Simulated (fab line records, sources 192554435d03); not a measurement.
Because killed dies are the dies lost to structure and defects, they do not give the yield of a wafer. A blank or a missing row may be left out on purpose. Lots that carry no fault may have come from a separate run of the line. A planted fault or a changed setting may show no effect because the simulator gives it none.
8D (eight disciplines) problem report, filled in by code | flow n5-finfet | the parts of the form that need people (team, actions taken, sign-off) are left out

1. THE PROBLEM
spin-speed-rpm at N5_BEOL_M1_COAT_61 reads a mean of 1605.2 rpm on 9 wafers of 3 lots; wafers without a fault read 1500.1 rpm with a standard deviation of 0.9. So: +99 or more standard deviations from the usual mean.
The step: time 60 s, resist thk 60 nm.
First seen on wafer L490.1, day 8 22:58, on litho-track-01. Wafers with a number at this step in the record: 27, from 9 lots. Rule for "out" (also "out of limits"): further than 4 standard deviations from the usual mean. The other wafers with a number count as sound.

2. WHAT IT IS AND WHAT IT IS NOT
question                    | is                     | is not
which readings at this step | spin-speed-rpm         | resist-line-temp-C
which lots                  | L490, L493, L495       | L479, L481, L489, L492, L500, L502
which wafers of those lots  | all that have a number | -
read on which tools         | litho-track-01         | litho-track-03
when                        | from day 8 22:58       | up to then (9 sound wafers); but 9 sound wafers of L492, L500, L502 came after

3. SUSPECTS, AND WHAT RULES EACH OUT
Counting: a tool at any process step up to the reading remains a suspect when it ran all the lots that are out and ran no sound lot after the first of those.
- litho-track-01 at N5_BEOL_M1_COAT_61 (time 60 s, resist thk 60 nm): kept. It ran every lot that is out, first L490 (day 8 22:58), and no sound lot after that; its last sound lot up to then is L489 (day 8 13:31). Out on those wafers are its own readings of spin-speed-rpm.
After counting, what remains is litho-track-01 at N5_BEOL_M1_COAT_61.

4. THE CAUSE (what the simulator had put in)
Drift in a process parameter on litho-track-01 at N5_BEOL_M1_COAT_61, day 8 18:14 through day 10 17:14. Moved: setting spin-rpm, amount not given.
After counting, this tool was the only one left.

5. THE CHAIN OF EFFECTS, in route order
Each row: a reading where the mean over the struck wafers with a number is more than 3 standard deviations away from the usual. Only readings for which the record gives a usual standard deviation are gone through. hours: the time from each lot's start at the first step in this table that gives one to its start at this step, as a median over the lots. sigmas: the change in usual standard deviations.
hours | step               | reading        | usual      | on struck wafers | change | sigmas
0     | N5_BEOL_M1_COAT_61 | spin-speed-rpm | 1500.1 rpm | 1605.2           | +105.1 | +99 or more
Its process steps:
- N5_BEOL_M1_COAT_61: time 60 s, resist thk 60 nm.
At these later measuring or inspecting steps, every struck wafer for which the step has a row has a number for every such reading, and none has moved that far: N5_BEOL_M4_RC_MEAS_101.

6. WHAT WOULD HAVE CAUGHT IT SOONER
In this record the first reading out of limits was taken at day 8 22:58, 5 hours after the fault began at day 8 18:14.
